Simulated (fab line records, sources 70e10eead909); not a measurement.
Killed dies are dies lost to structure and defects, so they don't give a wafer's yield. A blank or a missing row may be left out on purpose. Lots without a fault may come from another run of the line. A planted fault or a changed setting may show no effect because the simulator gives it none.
fab line records | flow nand_harc
record lots=13 wafers=38 last_day=24
route steps=1159 shown A_M1@1048 END@1159
lots that met no fault: from a run of the same line without faults
start_h: hours from the record's first day to the start of the lot's first wafer shown | wait_h: hours since the lot's step before | " the same as in the row above | L1.1+2: a row that stands for several wafers | - no value, or no start given | * or withheld: withheld | < > ~ a bound
route shown NAME@n: a module of which the file shows steps, and the number in the route of the first | usual: mean/standard deviation of fault-free wafers | same: alike in all rows | chamber/n: place in a boat | sites: the reading at each site | _std_site: their standard deviation | _edge_site: outer sites' mean less inner sites' | radius_mm: how far each site lies from the wafer's centre | mask NAME#n: copy n | behind: the tool/chamber that last shaped the wafer | hold: why the lot was held/for how many hours/how that ended | device: the transistor (n, p or np) that didn't switch | end of line: the same wafers' tests at the end of the route | a step without rows: its recipe alone | killed: dies lost to structure and defects at the first sort, not the wafer's yield | map: a wafer's dies, x killed, . not, _ none there
set.NAME: the setting as run; set.NAME@STEP: as run at that earlier step | model.NAME: the simulator's own value behind a step, which no gauge read
steps of the route over a sample of lots; a table a step, a row a wafer
services: from which hour (start_h, from the record's first day; less than 0 if before it) a tool's chamber was out of use, for how many hours, and why
## steps
# step NHARC_A_M1_PVD_20
# recipe target_thk_a=50 bias_v=168.6 power_w=15000 chamber_pressure_pa=0.12 time_s=8.06 substrate_temp_c=50 material=TaN
# usual cathode_dc_power_W=15000/2.5 throttle_valve_pct=30.3/1.1
# same time_s=8.06
# columns lot.wafer tool chamber start_h wait_h cathode_dc_power_W throttle_valve_pct
L995.2 pvd_sputter-01 - - - 15000 30.1
L995.5 " - " " 15003 31.5
L995.6 " - " " 14999 30.2
L101.3 pvd_sputter-01 - - - 14999 31.4
L101.2 " - " " 15005 30.0
L101.5 " - " " 15000 31.4
L102.2 pvd_sputter-02 - - - 14997 31.8
L102.5 " - " " 15001 31.7
L105.3 pvd_sputter-03 - - - 15000 29.1
L105.2 " - " " 15000 28.3
L105.5 " - " " 14995 31.0
L108.4 pvd_sputter-02 - - - 15000 30.5
L108.5 " - " " 14999 30.4
L108.6 " - " " 15004 30.8
L107.3 pvd_sputter-02 - - - 15002 30.8
L107.2 " - " " 14998 30.4
L107.5 " - " " 15001 30.8
L106.3 pvd_sputter-01 - - - 15002 31.5
L106.6 " - " " 15000 29.8
L106.5 " - " " 14996 31.4
L109.3 pvd_sputter-03 - - - 14999 31.0
L109.2 " - " " 15003 28.5
L109.1 " - " " 15000 28.9
L111.2 pvd_sputter-01 - - - 15000 31.3
L111.6 " - " " 15001 31.4
L111.5 " - " " 14999 29.9
L114.2 pvd_sputter-03 - - - 15003 28.5
L114.3 " - " " 14999 28.4
L114.6 " - " " 14999 28.5
L113.3 pvd_sputter-03 - - - 15002 29.1
L113.5 " - " " 15000 28.3
L113.6 " - " " 14999 28.4
L116.3 pvd_sputter-03 - - - 15002 31.1
L116.2 " - " " 15002 28.3
L116.6 " - " " 15001 28.6
L117.2 pvd_sputter-01 - - - 14998 31.3
L117.1 " - " " 15001 31.1
L117.4 " - " " 15003 29.4
# step NHARC_A_M1_ECD_22
# recipe target_thk_a=4000 bath_temp_c=25 material=Cu
# columns lot.wafer tool chamber start_h wait_h
L995.2+5+6 ecd_cu-01 1,1,0 419.17 -
L101.2+3+5 ecd_cu-02 1,1,0 442.96 -
L102.2+5 ecd_cu-02 0 460.26 -
L105.2+3+5 ecd_cu-02 0,1,1 470.29 -
L108.4+5+6 ecd_cu-01 0,0,1 474.62 -
L107.2+3+5 ecd_cu-01 1,0,0 493.74 -
L106.3+5+6 ecd_cu-01 1,0,1 494.54 -
L109.1+2+3 ecd_cu-01 0,1,1 510.59 -
L111.2+5+6 ecd_cu-01 1,1,0 514.79 -
L114.2+3+6 ecd_cu-01 1 530.50 -
L113.3+5+6 ecd_cu-01 1,0,1 536.47 -
L116.2+3+6 ecd_cu-01 1,0,1 541.15 -
L117.2+1+4 ecd_cu-01 0,1,1 542.00 -
# step NHARC_A_M1_ANNEAL_31
# recipe temp_c=225 time_s=90
# usual wafer_temp_C_max=225.83/0.24
# same time_s=90
# columns lot.wafer tool chamber start_h wait_h wafer_temp_C_max
L995.2 rtp_anneal-02 0 419.68 - 225.50
L995.5 " 0 " " 225.55
L995.6 " 0 " " 225.79
L101.2 rtp_anneal-02 0 443.39 - 225.32
L101.3 " 0 " " 226.07
L101.5 " 0 " " 225.29
L102.2 rtp_anneal-01 0 460.69 0.4 226.31
L102.5 " 0 " " 226.13
L105.2 rtp_anneal-02 0 470.73 0.4 225.82
L105.3 " 0 " " 225.81
L105.5 " 0 " " 225.85
L108.4 rtp_anneal-01 0 475.06 0.4 225.95
L108.5 " 0 " " 226.28
L108.6 " 0 " " 226.08
L107.2 rtp_anneal-01 0 494.18 0.4 225.75
L107.3 " 0 " " 225.67
L107.5 " 0 " " 225.74
L106.3 rtp_anneal-01 0 494.88 - 225.61
L106.5 " 0 " " 225.83
L106.6 " 0 " " 225.75
L109.1 rtp_anneal-02 0 510.97 0.3 225.90
L109.2 " 0 " " 225.89
L109.3 " 0 " " 225.83
L111.2 rtp_anneal-02 0 515.21 - 225.70
L111.5 " 0 " " 225.42
L111.6 " 0 " " 225.83
L114.2 rtp_anneal-01 0 530.93 0.4 226.10
L114.3 " 0 " " 225.68
L114.6 " 0 " " 225.74
L113.3 rtp_anneal-02 0 536.81 - 225.47
L113.5 " 0 " " 225.61
L113.6 " 0 " " 225.39
L116.2 rtp_anneal-01 0 541.61 0.4 225.68
L116.3 " 0 " " 225.67
L116.6 " 0 " " 225.69
L117.1 rtp_anneal-01 0 542.38 0.3 226.01
L117.2 " 0 " " 225.80
L117.4 " 0 " " 225.84
# step NHARC_A_M1_CMP_23
# recipe t_overpolish_s=20 target_thk_nm=154.34
# usual motor_current_A=12.0/0.84 time_to_endpoint_s=27.8/2.2
# same t_overpolish_s=20
# columns lot.wafer tool chamber start_h wait_h motor_current_A time_to_endpoint_s
L995.2 cmp-03 0 420.03 - 12.6 26.4
L995.6 " 2 " " 11.0 29.6
L995.5 " 3 " " 12.4 24.0
L101.3 cmp-03 1 443.68 - 11.6 27.4
L101.2 " 0 " " 13.4 25.6
L101.5 " 2 " " 11.7 29.0
L102.2 cmp-02 2 461.07 - 11.1 31.0
L102.5 " 3 " " 11.9 13.4
L105.3 cmp-01 3 471.03 - 11.4 31.4
L105.2 " 1 " " 11.7 29.9
L105.5 " 3 " " 12.0 12.9
L108.4 cmp-03 3 475.28 - 13.0 30.2
L108.6 " 2 " " 11.4 31.2
L108.5 " 3 " " 12.8 27.9
L107.2 cmp-03 0 494.47 - 13.0 29.4
L107.3 " 1 " " 11.4 33.0
L107.5 " 1 " " 11.5 33.1
L106.3 cmp-01 0 495.12 - 11.7 29.5
L106.5 " 0 " " 11.7 27.0
L106.6 " 1 " " 11.9 24.5
L109.3 cmp-03 2 511.35 - 11.6 27.3
L109.1 " 3 " " 12.3 25.5
L109.2 " 0 " " 13.0 24.6
L111.2 cmp-03 1 515.56 - 11.9 28.4
L111.6 " 3 " " 12.4 25.8
L111.5 " 0 " " 12.7 26.9
L114.2 cmp-03 1 531.23 - 12.1 27.9
L114.3 " 2 " " 11.8 28.8
L114.6 " 2 " " 11.5 28.3
L113.3 cmp-02 1 537.11 - 11.6 29.3
L113.6 " 3 " " 11.6 30.6
L113.5 " 0 " " 13.9 30.5
L116.3 cmp-01 0 541.96 - 11.5 31.3
L116.2 " 1 " " 11.2 29.5
L116.6 " 3 " " 12.2 29.4
L117.4 cmp-03 3 542.72 - 12.3 22.7
L117.2 " 0 " " 13.1 23.4
L117.1 " 1 " " 11.7 25.4
# step NHARC_A_M1_PRE_CLEAN_32
# recipe time_s=12 temp_c=370 rf_power_w=300 gas=NH3
# usual heater_power_w=629/89 susceptor_temp_C=370.02/0.21
# same time_s=12
# columns lot.wafer tool chamber start_h wait_h heater_power_w susceptor_temp_C
L995.2 pecvd-04 0 422.71 2.3 511 370.24
L995.5 " 0 " " 527 370.41
L995.6 " 1 " " 674 369.72
L101.2 pecvd-01 0 444.24 0.1 646 369.97
L101.3 " 1 " " 554 370.01
L101.5 " 0 " " 642 369.92
L102.2 pecvd-01 2 461.54 0.1 516 370.27
L102.5 " 2 " " 521 369.98
L105.2 pecvd-02 2 471.59 0.1 704 370.03
L105.3 " 1 " " 785 369.84
L105.5 " 2 " " 691 370.06
L108.4 pecvd-02 2 475.83 0.1 636 370.06
L108.5 " 0 " " 751 370.23
L108.6 " 1 " " 783 370.32
L107.2 pecvd-01 2 495.01 0.1 593 369.67
L107.3 " 1 " " 492 369.99
L107.5 " 2 " " 573 370.22
L106.3 pecvd-04 2 495.94 0.3 734 370.04
L106.6 " 1 " " 644 370.16
L106.5 " 2 " " 717 370.19
L109.3 pecvd-04 1 511.86 0.1 675 370.31
L109.1 " 2 " " 600 369.90
L109.2 " 0 " " 470 369.75
L111.2 pecvd-04 2 516.06 0.1 736 369.85
L111.5 " 2 " " 723 369.77
L111.6 " 0 " " 555 370.27
L114.2 pecvd-01 2 531.77 0.1 530 370.00
L114.3 " 1 " " 518 370.27
L114.6 " 0 " " 669 370.21
L113.3 pecvd-01 0 537.60 0.1 570 369.98
L113.5 " 0 " " 561 369.88
L113.6 " 1 " " 518 369.40
L116.3 pecvd-02 2 542.46 0.1 612 370.17
L116.2 " 0 " " 807 370.00
L116.6 " 0 " " 787 369.88
L117.1 pecvd-01 1 543.27 0.1 570 370.04
L117.2 " 2 " " 589 370.43
L117.4 " 1 " " 579 370.06
# step NHARC_END_SORT_01
# recipe temp_c=25
# usual defect_limited_yield=95.0/1.7 killed_at_array=29/12 killed_at_other=0.7/1 killed_at_periphery=4/3.2 killed_dies=34/12 killed_open=3.4/2 killed_short=1.8/1.3 sort_bin_2_pct=1.6/0.7 sort_bin_3_pct=0.26/0.23 sort_bin_4_pct=3.1/1.1 sort_n_pass=643/12 sort_rim_yield_pct=96.4/2.6 sort_yield_pct=95.0/1.7
# same gross_dies=677 sort_bin_5_pct[%]=0 sort_bin_6_pct[%]=0 sort_bin_7_pct[%]=0 sort_bin_8_pct[%]=0 sort_rim_n_gross=106.00
# columns lot.wafer tool chamber start_h wait_h defect_limited_yield[%] killed_at_array killed_at_other killed_at_periphery killed_dies killed_open killed_short sort_bin_2_pct[%] sort_bin_3_pct[%] sort_bin_4_pct[%] sort_n_pass sort_rim_yield_pct[%] sort_yield_pct[%]
L108.4 prober-01 0 507.43 3.4 96.3 22 1 2 25 5 0 1.2 0.15 2.4 652 96.2 96.3
L108.5 prober-01 0 508.22 3.7 95.0 31 1 2 34 4 2 1.3 0.44 3.2 643 100.0 95.0
L108.6 prober-01 0 509.01 3.9 95.0 32 0 2 34 2 3 1.3 0.30 3.4 643 97.2 95.0
L106.6 prober-01 0 534.12 4.0 97.8 14 0 1 15 2 2 0.9 0.15 1.2 662 97.2 97.8
L111.2 prober-01 0 545.33 2.8 92.3 46 0 6 52 5 1 2.4 0.44 4.9 625 98.1 92.3
L111.5 prober-01 0 547.71 3.7 94.7 28 0 8 36 1 1 2.7 0.15 2.5 641 100.0 94.7
L111.6 prober-01 0 548.51 4.0 93.4 39 0 6 45 1 2 1.6 0.59 4.4 632 96.2 93.4
# killed by level:class
L108.4 A_SLIT:chamber_film_flake=9 A_CHANNEL_HOLE_D1:chamber_film_flake=5 A_STAIRCASE:chamber_film_flake=3 P_CONTACT:geometric_particle:open=1 P_M2:geometric_particle:open=1 A_ONON_D1:geometric_particle:open=1 A_CHANNEL_FILL_D1:geometric_particle:open=1 A_CONTACT:geometric_particle:open=1
L108.5 A_SLIT:chamber_film_flake=14 A_CHANNEL_HOLE_D1:chamber_film_flake=7 A_CONTACT:chamber_film_flake=3 A_STAIRCASE:chamber_film_flake=2 P_M2:geometric_particle:open=1 A_ONON_D1:geometric_particle:open=1 A_STAIRCASE:geometric_particle:open=1 A_WL_FILL:geometric_particle:open=1
L108.6 A_SLIT:chamber_film_flake=14 A_CHANNEL_HOLE_D1:chamber_film_flake=6 A_STAIRCASE:chamber_film_flake=4 A_CONTACT:chamber_film_flake=3 P_GATE:geometric_particle:short=1 P_CONTACT:geometric_particle:short=1 A_WL_FILL:geometric_particle:short=1 A_BLC:geometric_particle:open=1
L106.6 A_CHANNEL_HOLE_D1:chamber_film_flake=4 A_STAIRCASE:chamber_film_flake=4 A_CONTACT:geometric_particle:open=2 A_CONTACT:chamber_film_flake=2 P_GATE:geometric_particle:short=1 A_BLC:geometric_particle:short=1 A_SLIT:chamber_film_flake=1
L111.2 A_SLIT:chamber_film_flake=17 A_CHANNEL_HOLE_D1:chamber_film_flake=14 A_CONTACT:chamber_film_flake=4 P_M1:chamber_film_flake=3 A_STAIRCASE:chamber_film_flake=3 P_CONTACT:chamber_film_flake=2 A_WL_FILL:chamber_film_flake=2 A_SGD_CUT:geometric_particle:open=1
L111.5 A_SLIT:chamber_film_flake=14 A_CHANNEL_HOLE_D1:chamber_film_flake=10 P_GATE:chamber_film_flake=3 A_CONTACT:chamber_film_flake=3 P_M1:chamber_film_flake=2 P_M1:geometric_particle:open=1 P_M1:geometric_particle:short=1 P_CONTACT:chamber_film_flake=1
L111.6 A_CHANNEL_HOLE_D1:chamber_film_flake=15 A_SLIT:chamber_film_flake=14 A_CONTACT:chamber_film_flake=6 P_STI:chamber_film_flake=2 P_M1:chamber_film_flake=2 A_STAIRCASE:chamber_film_flake=2 P_CONTACT:geometric_particle:open=1 A_SLIT:geometric_particle:short=1
## services
# columns tool chamber start_h hours kind
pecvd-04 2 414.33 10.2 repair
pecvd-01 - 418.00 13.0 pm
ecd_cu-01 - 424.15 6.5 repair
pecvd-01 2 432.73 13.6 repair
cmp-03 - 440.93 2.2 repair
pvd_sputter-03 - 444.97 5.4 repair
ecd_cu-01 - 448.12 8.0 pm
pecvd-02 1 448.29 5.9 repair
cmp-03 - 451.48 4.0 pm
pvd_sputter-03 - 458.00 10.0 pm
cmp-01 - 465.55 1.0 repair
pvd_sputter-01 - 472.80 9.2 repair
pecvd-04 - 473.31 0.7 repair
cmp-01 - 473.59 4.0 pm
cmp-01 - 481.01 2.6 repair
ecd_cu-01 - 497.42 0.6 repair
pvd_sputter-02 - 499.27 7.8 repair
cmp-01 - 512.69 1.9 repair
pecvd-02 - 515.40 13.0 pm
pvd_sputter-03 - 515.57 6.9 repair
pvd_sputter-02 - 519.67 3.2 repair
pvd_sputter-01 - 527.17 10.0 pm
pecvd-02 - 535.58 0.5 repair
cmp-01 - 539.05 0.7 repair
## key
first_sign step=NHARC_A_M1_CMP_23 reading=time_to_endpoint_s direction=down sigmas=6.6 usual=* struck=*
effect none on later readings
met_at NHARC_A_M1_ECD_22
struck_lots L102,L105
struck_wafers L102.5,L105.5
not_acting_at NHARC_A_M1_PVD_20,NHARC_A_M1_ANNEAL_31,NHARC_A_M1_PRE_CLEAN_32
onset_between 442.96 460.26
fault kind=process_parameter_drift tool=ecd_cu-02 chamber=- onset_h=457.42 steps=NHARC_A_M1_ECD_22 channel=target_thk_a offset=* shape=step end_h=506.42 scope=struck_wafers_only acts_in=* stated=*
